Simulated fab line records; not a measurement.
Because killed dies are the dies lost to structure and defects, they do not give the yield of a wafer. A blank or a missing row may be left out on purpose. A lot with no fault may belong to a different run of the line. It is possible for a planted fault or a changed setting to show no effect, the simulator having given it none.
Which of the tools did it? | flow n5-finfet | Sampling: 10 lots, 30 wafers, 5 of 1938 route steps

## WHAT THE GAUGES SHOWED, per wafer
N5_BEOL_M4_RC_MEAS_101. Usual: DIBL_N 36.0 mV/V, standard deviation 1.8; DIBL_P 36.3 mV/V, standard deviation 2.4; IOFF_N 0.16 nA/um, standard deviation 0.035; IOFF_P 0.21 nA/um, standard deviation 0.036; ION_N 673 uA/um, standard deviation 13; ION_P 461 uA/um, standard deviation 7.2; SS_N 71.4 mV/dec, standard deviation 0.6; SS_P 73.2 mV/dec, standard deviation 0.7; VT_N 250 mV, standard deviation 4; VT_P -250.9 mV, standard deviation 2.9.
lot  | measured     | on        | DIBL_N (mV/V)  | DIBL_P (mV/V)  | IOFF_N (nA/um) | IOFF_P (nA/um) | ION_N (uA/um) | ION_P (uA/um) | SS_N (mV/dec)  | SS_P (mV/dec)  | VT_N (mV)   | VT_P (mV)            | flag
L983 | day 8 23:30  | prober-01 | 36.3 35.8 38.5 | 37.4 37.5 40.0 | 0.17 0.16 0.23 | 0.21 0.22 0.26 | 683 672 702   | 462 468 475   | 71.5 70.7 71.8 | 73.8 72.9 73.9 | 248 250 245 | -249.2 -247.8 -246.1 |
L986 | day 10 02:00 | prober-02 | 32.7 34.2 35.7 | 32.6 34.1 37.3 | 0.10 0.12 0.15 | 0.14 0.16 0.20 | 643 663 692   | 446 453 471   | 70.0 71.5 71.5 | 71.9 72.7 73.3 | 259 255 248 | -257.7 -254.1 -249.6 |
L987 | day 9 23:12  | prober-01 | 35.3 35.7 32.9 | 37.0 36.7 34.1 | 0.15 0.15 0.11 | 0.20 0.20 0.16 | 675 666 668   | 464 459 465   | 71.0 71.3 71.0 | 73.5 73.3 72.7 | 249 253 255 | -252.4 -251.4 -253.0 |
L990 | day 11 02:52 | prober-01 | 36.3 36.3 39.2 | 36.1 36.3 39.5 | 0.17 0.16 0.24 | 0.20 0.20 0.26 | 683 686 691   | 464 464 459   | 71.6 71.9 72.2 | 73.7 73.7 74.0 | 247 249 244 | -252.8 -252.5 -249.3 |
L992 | day 10 11:23 | prober-01 | 35.3 34.6 32.8 | 35.9 35.0 32.3 | 0.13 0.13 0.10 | 0.21 0.19 0.15 | 668 673 657   | 464 473 458   | 70.6 70.6 70.4 | 73.9 73.0 71.3 | 255 253 259 | -250.9 -252.9 -252.3 |
L994 | day 11 10:07 | prober-01 | 35.5 33.3 35.3 | 34.8 33.1 34.6 | 0.15 0.12 0.15 | 0.20 0.18 0.19 | 685 669 677   | 470 456 462   | 71.1 70.8 70.9 | 72.8 72.4 72.5 | 250 252 251 | -249.7 -249.3 -251.7 |
L995 | day 11 10:08 | prober-02 | 35.4 36.7 34.1 | 34.5 35.9 33.8 | 0.16 0.19 0.14 | 0.22 0.23 0.20 | 674 676 674   | 466 461 462   | 71.8 71.8 71.0 | 73.3 73.2 72.8 | 249 248 249 | -246.7 -249.6 -249.5 |
L102 | day 14 04:22 | prober-01 | 36.3 36.6 35.2 | 34.9 36.3 33.6 | 0.15 0.15 0.13 | 0.20 0.22 0.17 | 679 671 661   | 465 459 450   | 71.5 70.9 71.0 | 73.1 73.6 71.9 | 246 249 250 | -251.2 -251.9 -253.3 |
L103 | day 14 07:43 | prober-02 | 37.5 37.7 36.6 | 39.3 39.7 38.0 | 0.18 0.18 0.16 | 0.24 0.25 0.23 | 691 680 685   | 475 471 474   | 71.0 72.0 71.1 | 73.8 74.1 73.4 | 246 247 246 | -246.5 -247.2 -248.1 |
L104 | day 14 06:26 | prober-01 | 37.2 37.9 39.3 | 37.1 36.6 38.0 | 0.16 0.16 0.20 | 0.21 0.21 0.25 | 673 681 687   | 457 461 464   | 71.4 72.1 72.2 | 73.4 74.0 73.7 | 250 250 247 | -252.4 -252.9 -246.7 |

## WHICH TOOL RAN EACH LOT (tool, then ch and the chambers of the sampled wafers, then the start)
lot  | N5_GATE_CUT_VAPOR_ETCH_60         | N5_GATE_CUT_SAC_CAP_01           | N5_GATE_CUT_COAT_27               | N5_GATE_CUT_VAPOR_ETCH_49
L983 | rie-metal-03 ch 0,1, day 5 00:50  | ald-sin-04 ch 0,2,3, day 5 01:11 | litho-track-01 ch 0, day 5 03:52  | rie-metal-03 ch 0,1, day 5 04:52
L986 | rie-metal-02 ch 0,1, day 5 18:15  | ald-sin-01 ch 0,1,3, day 5 18:37 | litho-track-01 ch 0, day 5 21:17  | rie-metal-03 ch 0,1, day 5 22:19
L987 | rie-metal-01 ch 0,1, day 5 20:50  | ald-sin-04 ch 0,2, day 5 21:19   | litho-track-05 ch 0, day 5 23:59  | rie-metal-02 ch 1, day 6 01:16
L990 | rie-metal-02 ch 0,1, day 6 14:56  | ald-sin-02 ch 1,2, day 6 15:30   | litho-track-02 ch 0, day 6 18:10  | rie-metal-03 ch 0,1, day 6 19:19
L992 | rie-metal-01 ch 0,1, day 7 01:14  | ald-sin-04 ch 0,2, day 7 01:38   | litho-track-02 ch 0, day 7 04:18  | rie-metal-01 ch 0,1, day 7 05:25
L994 | rie-metal-03 ch 0,1, day 7 15:48  | ald-sin-02 ch 0,1,3, day 7 16:10 | litho-track-02 ch 0, day 7 18:51  | rie-metal-03 ch 0,1, day 7 20:04
L995 | rie-metal-03 ch 0,1, day 7 21:24  | ald-sin-04 ch 0,1, day 7 22:08   | litho-track-02 ch 0, day 8 00:48  | rie-metal-02 ch 0,1, day 8 01:47
L102 | rie-metal-02 ch 0,1, day 9 14:55  | ald-sin-02 ch 0,1,2, day 9 15:17 | litho-track-05 ch 0, day 9 17:58  | rie-metal-01 ch 1, day 9 19:07
L103 | rie-metal-01 ch 0,1, day 9 21:58  | ald-sin-01 ch 0,1, day 9 22:22   | litho-track-01 ch 0, day 10 01:03 | rie-metal-01 ch 0,1, day 10 02:07
L104 | rie-metal-01 ch 0,1, day 10 03:53 | ald-sin-04 ch 1,2, day 10 04:32  | litho-track-01 ch 0, day 10 07:14 | rie-metal-03 ch 0,1, day 10 08:13
- N5_GATE_CUT_VAPOR_ETCH_60: etches HfO2 in BCl3/Cl2.
- N5_GATE_CUT_SAC_CAP_01: material SiNx, target thk 24 nm, pulse time 1 s, ald cycles 480.
- N5_GATE_CUT_COAT_27: time 60 s, resist thk 10 nm.
- N5_GATE_CUT_VAPOR_ETCH_49: etches TiAlC in BCl3/Cl2.

## WHAT THE TOOLS THEMSELVES READ (means of the sampled wafers that have a number; where no wafer has one, the mark that the record gives instead)
N5_GATE_CUT_VAPOR_ETCH_60. Usual: drypump-motor-current-A 5.9 A, standard deviation 0.38; oes-product-au 0.80 a.u., standard deviation 0.093.
lot  | tool         | drypump-motor-current-A (A) | oes-product-au (a.u.) | flag
L983 | rie-metal-03 | 6.2                         | 0.77                  |
L986 | rie-metal-02 | 6.2                         | 0.95                  |
L987 | rie-metal-01 | 5.8                         | 0.81                  |
L990 | rie-metal-02 | 6.1                         | 0.91                  |
L992 | rie-metal-01 | 5.5                         | 0.80                  |
L994 | rie-metal-03 | 6.2                         | 0.68                  |
L995 | rie-metal-03 | 6.2                         | 0.68                  |
L102 | rie-metal-02 | 6.2                         | 0.88                  |
L103 | rie-metal-01 | 5.8                         | 0.78                  |
L104 | rie-metal-01 | 5.8                         | 0.79                  |

N5_GATE_CUT_SAC_CAP_01. Usual: heater-power-w 852 W, standard deviation 68; precursor-pulse-height-rel 0.999, standard deviation 0.019.
lot  | tool       | heater-power-w (W) | precursor-pulse-height-rel | flag
L983 | ald-sin-04 | 889                | 0.997                      |
L986 | ald-sin-01 | 862                | 0.976                      |
L987 | ald-sin-04 | 917                | 1.009                      |
L990 | ald-sin-02 | 819                | 1.022                      |
L992 | ald-sin-04 | 914                | 0.990                      |
L994 | ald-sin-02 | 799                | 1.007                      |
L995 | ald-sin-04 | 891                | 1.009                      |
L102 | ald-sin-02 | 797                | 0.995                      |
L103 | ald-sin-01 | 813                | 0.989                      |
L104 | ald-sin-04 | 798                | 0.974                      |

N5_GATE_CUT_COAT_27. Usual: heater-power-total-W 391.8 W, standard deviation 1.3; plate-temp-C 204.96 C, standard deviation 0.17.
lot  | tool           | heater-power-total-W (W) | plate-temp-C (C) | flag
L983 | litho-track-01 | 392.0                    | 204.91           |
L986 | litho-track-01 | 392.7                    | 204.97           |
L987 | litho-track-05 | 391.7                    | 204.86           |
L990 | litho-track-02 | 391.3                    | 204.93           |
L992 | litho-track-02 | 392.6                    | 205.04           |
L994 | litho-track-02 | 401.6                    | 209.43           | OFF
L995 | litho-track-02 | 403.6                    | 209.89           | OFF
L102 | litho-track-05 | 391.7                    | 204.83           |
L103 | litho-track-01 | 393.0                    | 204.93           |
L104 | litho-track-01 | 392.6                    | 204.85           |

N5_GATE_CUT_VAPOR_ETCH_49. Usual: drypump-motor-current-A 6.06 A, standard deviation 0.28; oes-product-au 0.80 a.u., standard deviation 0.11.
lot  | tool         | drypump-motor-current-A (A) | oes-product-au (a.u.) | flag
L983 | rie-metal-03 | 6.21                        | 0.77                  |
L986 | rie-metal-03 | 6.15                        | 0.70                  |
L987 | rie-metal-02 | 6.20                        | 0.96                  |
L990 | rie-metal-03 | 6.14                        | 0.69                  |
L992 | rie-metal-01 | 5.84                        | 0.80                  |
L994 | rie-metal-03 | 6.23                        | 0.76                  |
L995 | rie-metal-02 | 6.17                        | 0.89                  |
L102 | rie-metal-01 | 6.10                        | 0.79                  |
L103 | rie-metal-01 | 5.85                        | 0.78                  |
L104 | rie-metal-03 | 6.22                        | 0.75                  |

## THE ANSWER, worked out from the rows above alone
Rule: lot off if the mean of its wafers having a number is beyond 3 standard deviations from the usual mean. Also off: a lot with no number at a reading for which 4 or more lots have one. All remaining lots with rows at the step are treated as sound. After the gauges, taken in route order, come the tools' own readings; for these a lot's mean is taken, as printed above. At the first step where some lot is off, the reading lying furthest off is the one used; lots without a number count as furthest.
Off: L994, L995, at N5_GATE_CUT_COAT_27 (plate-temp-C).
A tool fits if, at that step or a process step before it, it ran every lot that is off, and no sound lot after the first of them. Can't be told from this: 2 tools fit, rie-metal-03 at N5_GATE_CUT_VAPOR_ETCH_60, litho-track-02 at N5_GATE_CUT_COAT_27.

## WHAT THE SIMULATOR HAD INSERTED
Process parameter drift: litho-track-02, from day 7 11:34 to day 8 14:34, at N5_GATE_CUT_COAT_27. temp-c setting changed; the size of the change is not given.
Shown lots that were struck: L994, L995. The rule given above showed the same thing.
